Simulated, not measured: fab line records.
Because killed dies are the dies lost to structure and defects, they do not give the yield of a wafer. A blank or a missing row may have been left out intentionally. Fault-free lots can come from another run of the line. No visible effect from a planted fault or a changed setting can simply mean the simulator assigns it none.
fab line records + flow n5Finfet
record
- lots=4
- wafers=10
- lastDay=17
route steps=1938 shown BEOL_M0_SAQP@652 BEOL_M4@1111 PASSIVATION@1936
lots with no fault: from the same line, run without faults
startH: start of the lot's first displayed wafer, in hours after the record's first day + waitH: time in hours since the lot's previous step + " repeats the value in the row above + L1.1+2: several wafers, shown together as one row + - no value, or no start given + * or withheld: withheld + < > ~ a bound
route shown NAME@n: a module of which the file shows steps, and the number in the route of the first + usual: mean and standard deviation over wafers with no fault + same: alike in all rows + chamber/n: place in a boat + sites: the reading at each site + _std_site: standard deviation across them + _edge_site: the outer-site mean with the inner-site mean subtracted + radiusMm: for every site, how far away it sits from the centre of the wafer + mask NAME#n: copy n + behind: tool/chamber where the wafer was last shaped + hold: what put the lot on hold/how long, in hours/how the hold closed + device: which transistor (n, p or np) failed to switch + end of line: tests of these same wafers at the route's end + a step given without rows: its recipe and nothing more + killed: at the first sort, the dies lost to defects and structure; wafer yield is something else + map: a wafer's dies, marking killed ones x, the rest . and places with no die _
set.NAME: the setting that was run; set.NAME@STEP: the one run at that earlier step + model.NAME: the simulator's own value behind a step, which no gauge read
lots seen at some steps along the route; tables by step, rows by wafer
services: the hour from which a tool's chamber was out of use, counted from the record's first day as startH (under 0 if before that day), plus the number of hours and why
## steps
# step N5_BEOL_M0_SAQP_DESCUM_19
# recipe
- chemistry=O2
- timeS=7.9
- sourcePowerW=50
- biasPowerW=20
- pressureMtorr=20
- rfFrequencyHz=2.712e+07
- tempC=40
- resist=CAR-ArF
- o2FlowSccm=225
# step N5_BEOL_M0_SAQP_ETCH_83
# recipe
- chemistry=CF4
- target=SiARC
- targetDepthA=390
- maskMaterial=CAR-ArF
- timeS=65
- ionEnergyEv=80
- pressureMtorr=40
- sourceW=545
- biasW=36
- Ar_flow_sccm=100
- cf4FlowSccm=100
- ends=cleared
# step N5_BEOL_M0_SAQP_ETCH_84
# recipe
- chemistry=N2/H2
- target=SOC
- targetDepthA=1000
- overetchA=200
- maskMaterial=SiARC
- tempC=40
- timeS=150
- ionEnergyEv=200
- pressureMtorr=30
- sourceW=840
- biasW=150
- n2FlowSccm=200
- h2FlowSccm=200
# step N5_BEOL_M0_SAQP_STRIP_80
# recipe
- chemistry=N2/H2
- tempC=40
- n2FlowSccm=200
- h2FlowSccm=200
- rfFrequencyHz=6e+07
# step N5_BEOL_M0_SAQP_HM_OPEN_112
# recipe
- chemistry=CHF3/O2
- target=SiO2
- stopOn=a-Si
- targetDepthA=120
- overEtchFrac=1.25
- maskMaterial=SOC
- timeS=13.5
- pressureMtorr=30
- sourceW=650
- biasW=170
- Ar_flow_sccm=200
- CHF3_flow_sccm=50
- O2_flow_sccm=5
- ionEnergyEv=200
- ends=endPoint
# step N5_BEOL_M0_SAQP_STRIP_113
# recipe
- chemistry=CHF3/O2
- resist=SiARC
- rfFrequencyHz=6e+07
# step N5_BEOL_M0_SAQP_MANDREL_ETCH_20
# recipe
- targetDepthA=600
- chemistry=HBr/Cl2
- target=a-Si
- stopOn=SiNx
- btTimeS=10
- maskMaterial=SOC
- overEtchFrac=0.5
- timeS=30
- pressureMtorr=10
- icpW=800
- biasW=75
- HBr_flow_sccm=150
- Cl2_flow_sccm=80
- ends=endPoint
# step N5_BEOL_M0_SAQP_STRIP_86
# recipe
- chemistry=N2/H2
- powerW=500
- tempC=40
- pressureMtorr=50
- rfFrequencyHz=6e+07
- overashFraction=0.3
- biasPowerW=28
- h2Frac=0.5
- n2FlowSccm=300
- h2FlowSccm=300
# step N5_BEOL_M0_SAQP_STRIP_115
# recipe
- chemistry=postEtchResidueRemover
- timeS=60
- tempC=25
- removerPh=withheld
- removerWaterWtPct=withheld
- removerFluorideWtPct=withheld
# step N5_BEOL_M0_SAQP_SRD_93
# recipe
- dry=ipaMarangoni
- timeS=30
- tempC=23
- rinseLiquid=diw
# step N5_BEOL_M0_SAQP_RECESS_114
# recipe
- chemistry=HF/NH3
- target=SiO2
- targetDepthA=144
- afsCycles=3
- tempC=30
- sublimationTempC=180
- sublimationTimeS=60
# usual
- drypumpMotorCurrentA=5.9/0.36
- tempC=30.01/0.1
| lot.wafer | tool         | chamber | startH | waitH | drypumpMotorCurrentA | tempC |
|-----------|--------------|---------|--------|-------|----------------------|-------|
| L702.4    | vaporEtch-01 | 1       | 117.55 | 0.1   | 5.8                  | 29.93 |
| L702.5    | "            | 0       | "      | "     | 6.3                  | 30.04 |
| L702.6    | "            | 1       | "      | "     | 5.8                  | 30.01 |
| L708.1    | vaporEtch-01 | 0       | 146.88 | 0.0   | 6.3                  | 29.89 |
| L708.6    | "            | 0       | "      | "     | 6.3                  | 29.80 |
| L711.2    | vaporEtch-01 | 0       | 170.22 | 0.0   | 6.3                  | 29.96 |
| L711.4    | "            | 0       | "      | "     | 6.3                  | 29.96 |
| L724.1    | vaporEtch-01 | 0       | 244.44 | 0.0   | 6.3                  | 30.02 |
| L724.3    | "            | 0       | "      | "     | 6.3                  | 29.95 |
| L724.4    | "            | 1       | "      | "     | 5.8                  | 29.87 |
# step N5_BEOL_M0_SAQP_SPACER1_ALD_98
# recipe
- material=SiO2
- targetThkA=128
- tempC=300
- aldPrecursorFamily=BDEAS
- aldCoReactant=O2-plasma
- pulseTimeS=1
- purgeTimeS=2
- coReactantPurgeTimeS=2
- aldCycles=138
- pressureTorr=2
# step N5_BEOL_M0_SAQP_SPACER1_ETCHBACK_99
# recipe
- chemistry=CHF3/O2
- mode=anisotropicEtchback
- target=SiO2
- targetDepthA=154
- timeS=7.7
- pressureMtorr=30
- sourceW=650
- biasW=170
- Ar_flow_sccm=200
- CHF3_flow_sccm=50
- O2_flow_sccm=5
- ionEnergyEv=200
# step N5_BEOL_M0_SAQP_MANDREL1_REMOVE_100
# recipe
- chemistry=HBr/Cl2/O2
- btTimeS=10
- target=a-Si
- stopOn=SiNx
- endpoint=OES-SiCl
- overEtchFrac=0.85
- icpW=600
- biasW=30
- HBr_flow_sccm=150
- Cl2_flow_sccm=80
- O2_flow_sccm=5
- pressureMtorr=10
# step N5_BEOL_M0_SAQP_ETCH_101
# recipe
- chemistry=CH3F/O2
- target=SiNx
- maskMaterial=SiO2
- targetDepthA=299
- timeS=42.7
- pressureMtorr=30
- sourceW=395
- biasW=73
- Ar_flow_sccm=150
- CH3F_flow_sccm=30
- O2_flow_sccm=20
- ionEnergyEv=120
# step N5_BEOL_M0_SAQP_ETCH_102
# recipe
- chemistry=CF4
- target=SiO2
- targetDepthA=40
- ionEnergyEv=350
- timeS=4.4
- pressureMtorr=10
- icpW=800
- biasW=400
- cf4FlowSccm=80
# step N5_BEOL_M0_SAQP_MANDREL_ETCH_103
# recipe
- chemistry=HBr/Cl2
- target=a-Si
- targetDepthA=450
- btTimeS=10
- stopOn=SiCN
- maskMaterial=SiO2
- overEtchFrac=0.8
- timeS=27
- pressureMtorr=10
- icpW=800
- biasW=75
- HBr_flow_sccm=150
- Cl2_flow_sccm=80
- ends=endPoint
# step N5_BEOL_M0_SAQP_RECESS_104
# recipe
- chemistry=HF/NH3
- target=SiO2
- targetDepthA=180
- afsCycles=3
- tempC=30
- sublimationTempC=180
- sublimationTimeS=60
# step N5_BEOL_M0_SAQP_COAT_105
# recipe
- resist=SOC
- tempC=250
- timeS=60
- spinRpm=1500
- resistThkNm=100
# step N5_BEOL_M0_SAQP_ETCH_106
# recipe
- chemistry=N2/H2
- target=SOC
- targetDepthA=1500
- stopOn=SiNx
- ionEnergyEv=100
- biasW=61
- pressureMtorr=30
- sourceW=850
- n2FlowSccm=200
- h2FlowSccm=200
# step N5_BEOL_M0_SAQP_ETCH_107
# recipe
- chemistry=CH3F/O2
- target=SiNx
- targetDepthA=300
- maskMaterial=SOC
- pressureMtorr=30
- sourceW=395
- biasW=73
- Ar_flow_sccm=150
- CH3F_flow_sccm=30
- O2_flow_sccm=20
- ionEnergyEv=120
# step N5_BEOL_M0_SAQP_STRIP_108
# recipe
- chemistry=N2/H2
- powerW=500
- tempC=40
- pressureMtorr=50
- rfFrequencyHz=6e+07
- overashFraction=0.3
- biasPowerW=28
- h2Frac=0.5
- n2FlowSccm=300
- h2FlowSccm=300
# step N5_BEOL_M0_SAQP_RECESS_109
# recipe
- chemistry=HF/NH3
- target=SiO2
- targetDepthA=30
- afsCycles=1
- tempC=30
- sublimationTempC=180
- sublimationTimeS=60
# step N5_BEOL_M0_SAQP_SPACER2_ALD_26
# recipe
- material=SiO2
- targetThkA=150
- tempC=300
- aldPrecursorFamily=BDEAS
- aldCoReactant=O2-plasma
- pulseTimeS=1
- purgeTimeS=2
- coReactantPurgeTimeS=2
- pressureTorr=2
# step N5_BEOL_M0_SAQP_SPACER2_ETCHBACK_27
# recipe
- chemistry=CHF3/O2
- mode=anisotropicEtchback
- target=SiO2
- targetDepthA=225
- timeS=11.25
- pressureMtorr=30
- sourceW=650
- biasW=170
- Ar_flow_sccm=200
- CHF3_flow_sccm=50
- O2_flow_sccm=5
- ionEnergyEv=200
# step N5_BEOL_M0_SAQP_MANDREL2_REMOVE_110
# recipe
- chemistry=HBr/Cl2/O2
- btTimeS=10
- target=a-Si
- stopOn=SiCN
- endpoint=OES-SiCl
- overEtchFrac=1
- icpW=600
- biasW=30
- HBr_flow_sccm=150
- Cl2_flow_sccm=80
- O2_flow_sccm=5
- pressureMtorr=10
# step N5_BEOL_M0_SAQP_COAT_69
# recipe
- resist=SOC
- tempC=250
- timeS=60
- spinRpm=1500
- resistThkNm=90
# step N5_BEOL_M0_SAQP_COAT_72
# recipe
- resist=SiARC
- tempC=220
- timeS=60
- spinRpm=1500
- resistThkNm=15
# step N5_BEOL_M0_SAQP_COAT_87
# recipe
- resist=underlayer
- tempC=205
- timeS=60
- spinRpm=1500
- resistThkNm=5
# step N5_BEOL_M0_SAQP_COAT_34
# recipe
- resist=CAR-EUV
- spinRpm=1500
- resistThkNm=30
# step N5_BEOL_M0_SAQP_EBR_36
# recipe
- solvent=PGMEA
- ebrWidthMm=1.5
# step N5_BEOL_M0_SAQP_SOFTBAKE_35
# recipe
- tempC=110
- timeS=60
- resist=CAR-EUV
# step N5_BEOL_M0_SAQP_EXPOSE_37
# recipe
- maskId=M0_CUT1
- na=0.33
- sourceShape=annular
- sigmaInner=0.35
- sigmaOuter=0.8
- polarization=unpolarized
- targetCdNm=30
- doseMj=44.75
# step N5_BEOL_M0_SAQP_PEB_38
# recipe
- pebTempC=100
- pebTimeS=60
- resist=CAR-EUV
# step N5_BEOL_M0_SAQP_DEVELOP_39
# recipe
- developTimeS=30
- developer=TMAH
- resist=CAR-EUV
- rinseLiquid=surfactantRinse
- dry=airSpin
- devTempC=23
# step N5_BEOL_M4_RC_MEAS_101
# usual
- DIBL_N=35.9/2.5
- DIBL_P=36.0/3
- IOFF_N=0.16/0.047
- IOFF_P=0.21/0.047
- ION_N=671/14
- ION_P=460/8.8
- SS_N=71.5/0.73
- SS_P=73.2/0.91
- VT_N=250/4.3
- VT_P=-251/3.6
| lot.wafer | tool      | chamber | startH | waitH | DIBL_N[mV/V] | DIBL_P[mV/V] | IOFF_N[nA/um] | IOFF_P[nA/um] | ION_N[uA/um] | ION_P[uA/um] | SS_N[mV/dec] | SS_P[mV/dec] | VT_N[mV] | VT_P[mV] |
|-----------|-----------|---------|--------|-------|--------------|--------------|---------------|---------------|--------------|--------------|--------------|--------------|----------|----------|
| L702.4    | prober-01 | 0       | 167.25 | 0.5   | 36.8         | 36.8         | 0.16          | 0.19          | 674          | 452          | 71.7         | 73.0         | 250      | -252     |
| L702.5    | "         | 0       | "      | "     | 36.6         | 37.9         | 0.16          | 0.21          | 683          | 465          | 71.6         | 73.3         | 249      | -251     |
| L702.6    | "         | 0       | "      | "     | 33.3         | 34.2         | 0.13          | 0.16          | 659          | 448          | 71.4         | 72.3         | 250      | -255     |
| L708.1    | prober-02 | 0       | 206.81 | 0.0   | 35.4         | 37.6         | 0.16          | 0.20          | 681          | 465          | 71.7         | 74.2         | 249      | -252     |
| L708.6    | "         | 0       | "      | "     | 31.1         | 31.1         | 0.10          | 0.13          | 662          | 456          | 70.4         | 72.7         | 254      | -258     |
| L711.2    | prober-02 | 0       | 225.36 | 0.2   | 32.1         | 32.1         | 0.11          | 0.17          | 649          | 453          | 70.8         | 71.7         | 256      | -251     |
| L711.4    | "         | 0       | "      | "     | 35.1         | 36.8         | 0.16          | 0.24          | 669          | 471          | 71.4         | 72.6         | 249      | -245     |
| L724.1    | prober-01 | 0       | 300.37 | 0.0   | 35.3         | 35.2         | 0.14          | 0.19          | 670          | 459          | 71.5         | 73.5         | 250      | -252     |
| L724.3    | "         | 0       | "      | "     | 40.0         | 41.6         | 0.24          | 0.31          | 682          | 470          | 72.3         | 74.5         | 244      | -246     |
| L724.4    | "         | 0       | "      | "     | 37.4         | 37.6         | 0.16          | 0.22          | 655          | 454          | 72.2         | 73.9         | 250      | -250     |
# step N5_PASSIVATION_PROBE_49
# usual
- defectLimitedYield=91.4/1.4
- killed_at_M0_to_M3=34/8.9
- killed_at_M4_up=13/4.6
- killedAtContacts=12/5.5
- killedAtFrontEnd=41/11
- killedAtOther=3.1/2.9
- killedDies=102/16
- killedOpen=66/11
- killedShort=34/7.6
- sort_bin_5_function=5.1/0.89
- sort_bin_6_memory=3.2/0.61
- sort_bin_8_speed=0.02/0.12
- sortNPass=1078/16
- sortYieldPct=91.3/1.4
# same
- grossDies=1180
- killedAtBackSide=0
- sort_bin_4_leakage[%]=0
| lot.wafer | tool      | chamber | startH | waitH | defectLimitedYield[%] | killed_at_M0_to_M3 | killed_at_M4_up | killedAtContacts | killedAtFrontEnd | killedAtOther | killedDies | killedOpen | killedShort | sort_bin_5_function[%] | sort_bin_6_memory[%] | sort_bin_8_speed[%] | sortNPass | sortYieldPct[%] |
|-----------|-----------|---------|--------|-------|-----------------------|--------------------|-----------------|------------------|------------------|---------------|------------|------------|-------------|------------------------|----------------------|---------------------|-----------|-----------------|
| L702.4    | prober-01 | -       | 276.17 | 0.2   | 89.1                  | 30                 | 16              | 11               | 69               | 3             | 129        | 77         | 40          | 5.9                    | 4.0                  | 0                   | 1051      | 89.1            |
| L702.5    | prober-01 | -       | 276.22 | 0.2   | 90.0                  | 45                 | 10              | 20               | 43               | 0             | 118        | 80         | 38          | 5.5                    | 4.1                  | 0                   | 1062      | 90.0            |
| L702.6    | prober-01 | -       | 276.27 | 0.3   | 87.6                  | 55                 | 16              | 11               | 61               | 3             | 146        | 100        | 40          | 7.5                    | 3.8                  | 0                   | 1034      | 87.6            |
| L708.1    | prober-01 | -       | 305.80 | 0.0   | 90.2                  | 32                 | 16              | 8                | 53               | 7             | 116        | 66         | 50          | 6.5                    | 2.9                  | 0                   | 1064      | 90.2            |
| L708.6    | prober-01 | -       | 306.05 | 0.3   | 84.9                  | 86                 | 12              | 8                | 72               | 0             | 178        | 80         | 48          | 7.2                    | 3.3                  | 0                   | 1002      | 84.9            |
| L711.2    | prober-02 | -       | 330.00 | 0.1   | 85.0                  | 109                | 12              | 11               | 35               | 10            | 177        | 55         | 36          | 4.8                    | 2.9                  | 0.17                | 1001      | 84.8            |
| L711.4    | prober-02 | -       | 330.10 | 0.2   | 91.9                  | 35                 | 12              | 11               | 30               | 8             | 96         | 65         | 31          | 4.9                    | 2.9                  | 0                   | 1084      | 91.9            |
| L724.1    | prober-01 | -       | 407.78 | 0.0   | 90.3                  | 35                 | 17              | 16               | 45               | 1             | 114        | 73         | 34          | 5.0                    | 3.6                  | 0                   | 1066      | 90.3            |
| L724.3    | prober-01 | -       | 407.88 | 0.1   | 92.9                  | 37                 | 16              | 9                | 18               | 4             | 84         | 65         | 19          | 4.7                    | 2.3                  | 0                   | 1096      | 92.9            |
| L724.4    | prober-01 | -       | 407.93 | 0.2   | 92.2                  | 23                 | 12              | 4                | 48               | 5             | 92         | 61         | 31          | 4.6                    | 2.8                  | 0                   | 1088      | 92.2            |
# killed by level:class
L702.4 FIN_SAQP:geometricParticle:open=13 FIN_SAQP:geometricParticle:short=12 MOL_CONTACT_COAG:geometricParticle:open=10 STI_FIN_REVEAL:geometricParticle:open=9 GATE_CUT:geometricParticle:short=8 BEOL_M2:geometricParticle:open=8 HKMG_FIN:areaEtch=8 BEOL_M0_SAQP:geometricParticle:open=6
L702.5 MOL_CONTACT_COAG:geometricParticle:open=15 BEOL_M0_SAQP:geometricParticle:open=14 FIN_SAQP:geometricParticle:open=12 STI_FIN_REVEAL:geometricParticle:open=12 FIN_SAQP:geometricParticle:short=11 BEOL_M0_SAQP:geometricParticle:short=8 BEOL_M2:geometricParticle:open=8 MOL_CONTACT_COAG:geometricParticle:short=5
L702.6 FIN_SAQP:geometricParticle:open=19 BEOL_M0_SAQP:geometricParticle:open=15 BEOL_M0_SAQP:geometricParticle:short=14 STI_FIN_REVEAL:geometricParticle:open=12 FIN_SAQP:geometricParticle:short=8 MOL_CONTACT_COAG:geometricParticle:open=8 BEOL_M0:geometricParticle:open=7 DUMMY_GATE:geometricParticle:open=6
L708.1 FIN_SAQP:geometricParticle:short=15 STI_FIN_REVEAL:geometricParticle:open=12 BEOL_M0_SAQP:geometricParticle:open=12 BEOL_M0_SAQP:geometricParticle:short=12 FIN_SAQP:geometricParticle:open=7 MOL_CONTACT_COAG:geometricParticle:open=7 STI_FIN_REVEAL:geometricParticle:short=5 BEOL_M4:geometricParticle:open=5
L708.6 BEOL_M0_SAQP:areaRecess=38 FIN_SAQP:geometricParticle:open=21 FIN_SAQP:geometricParticle:short=18 BEOL_M0_SAQP:geometricParticle:open=16 BEOL_M0_SAQP:geometricParticle:short=15 HKMG_FIN:areaEtch=12 DUMMY_GATE:geometricParticle:open=8 MOL_CONTACT_COAG:geometricParticle:open=6
L711.2 BEOL_M0_SAQP:areaRecess=85 MOL_CONTACT_COAG:geometricParticle:open=8 GATE_CUT:geometricParticle:open=7 BEOL_M0_SAQP:geometricParticle:short=7 FIN_SAQP:geometricParticle:short=6 FIN_SAQP:geometricParticle:open=5 BEOL_M0_SAQP:geometricParticle:open=5 BEOL_M1:geometricParticle:open=4
L711.4 BEOL_M3:geometricParticle:open=12 MOL_CONTACT_COAG:geometricParticle:open=10 BEOL_M0_SAQP:geometricParticle:open=7 BEOL_M0_SAQP:geometricParticle:short=6 GATE_CUT:geometricParticle:open=5 MIM_TOP:geometricParticle:short=5 FIN_SAQP:geometricParticle:open=4 FIN_SAQP:geometricParticle:short=4
L724.1 MOL_CONTACT_COAG:geometricParticle:open=15 BEOL_M3:geometricParticle:open=11 BEOL_M4:geometricParticle:open=10 HKMG_FIN:areaEtch=7 STARTING-WAFER:geometricParticle:short=6 BEOL_M0_SAQP:geometricParticle:open=6 BEOL_M1:geometricParticle:open=6 STI_FIN_REVEAL:geometricParticle:open=5
L724.3 BEOL_M1:geometricParticle:open=14 BEOL_M3:geometricParticle:open=8 MOL_CONTACT_COAG:geometricParticle:open=7 FIN_SAQP:geometricParticle:open=6 BEOL_M4:geometricParticle:open=6 BEOL_M0_SAQP:geometricParticle:open=5 BEOL_M4:geometricParticle:short=4 FIN_SAQP:geometricParticle:short=3
L724.4 FIN_SAQP:geometricParticle:open=13 BEOL_M3:geometricParticle:open=10 FIN_SAQP:geometricParticle:short=9 BEOL_M1:geometricParticle:open=5 STI_FIN_REVEAL:geometricParticle:open=4 BEOL_M4:geometricParticle:open=4 PASS1_CAP:geometricParticle:short=4 ILD0:geometricParticle:short=3
# map L708.6 (x killed, . not)
_________________............________________
______________.x............x..._____________
___________...............x...x....__________
__________..x.xxx.......x..x........_________
________..x.....x....x.x.............x_______
_______x....x.........x....x...........______
______x..............x..x.........x....._____
_____...x..............xx.....x......x.x.____
____x.......xx.x..x.........x...........x.___
___...................x.x...x.x..x.........__
___..x..x.....x....x........xx.............__
__.................x..........x.x...x......._
__..................xx..x.....xxx.........x._
_.x...........xx....x..x...x.................
_..x...........xxxxx.x......x..xxx...x....x..
_.x..x.................x.....................
_.....x...x.......x.........xx.......x..x....
_x....x......xx.x...xx.....xx......x.........
_....................x.xx.x.x..........xx....
_.............x..xx.xx.xx........x....x...x..
_...x...............x...x..x.xxx.....x.x.....
__..x.....x....x....x..x..x.xx..x..x....x..._
__...x..x...............x.x.x...x........x.._
___................x..........x..x.........__
___..xx...........xxx...x..................__
____................x.x..x..x..x...xx.....___
_____...x........x...........x..........x____
______x...........x..x.................._____
_______...xxx.........................x______
________...........x...x..........x..._______
__________..x.x....................._________
___________........x.x..x..........__________
______________................x._____________
_________________..x.........________________
# map L711.2 (x killed, . not)
_________________xx..x.x..xxx________________
______________..xx...xxx.xxxx.x._____________
___________..xx......x......xxx..xx__________
__________x.xx................x.xxxx_________
________xxx.x....x.x.x.x...x...x.x.xxx_______
_______...x...x..x......x...x.....x.x..______
______...............x..x.....x........._____
_____x........................x.......xx.____
____xx..x.........x..............x.x....x.___
___xx.x......xx...............x....x......x__
___.......................x.........x....xx__
__.....x......x...................x..x....xx_
__x..x.....................x...............x_
_x.......x....x......................x..xx.x.
_.......x..x...x.....x.x.....................
_................x.x.......x..............xxx
_.x......x.............x.............x.......
_.....................x................x.x...
_....x..x..........x.......x.x.x...x.x.......
_....................x..................xx..x
_......x.............................x.x..xxx
__..............x......................x.x.._
__..............x.........x.....xx........x._
___.................x................x.....__
___............x......x..........x.........__
____.xx................x.x................___
_____....................................____
______..x..x.x...x.........x..........x._____
_______...x..................x..x....x.______
________......x...x..xx......x.......x_______
__________xx..x....................._________
___________.......................x__________
______________.x..x........x...._____________
_________________.xxx.......x________________
## services
| tool         | chamber | startH | hours | kind |
|--------------|---------|--------|-------|------|
| vaporEtch-01 | -       | 203.34 | 2.8   | pm   |
## key
firstSign
- step=N5_PASSIVATION_PROBE_49
- reading=killed_at_M0_to_M3
- direction=up
- sigmas=7.2
- usual=34
- struck=98
effect
- step=N5_PASSIVATION_PROBE_49
- reading=sortNPass
- direction=down
- sigmas=4.7
- usual=1078
- struck=1002
moreKillsBornAt
- N5_BEOL_M0_SAQP_RECESS_114@vaporEtch-01=123
metAt N5_BEOL_M0_SAQP_RECESS_114
struckWafers L708.6,L711.2
onsetBetween 117.55 146.88
fault
- kind=processParameterDrift
- tool=vaporEtch-01
- chamber=-
- onsetH=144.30
- steps=N5_BEOL_M0_SAQP_RECESS_114
- channel=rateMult
- offset=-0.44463
- shape=step
- endH=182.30
- scope=struckWafersOnly
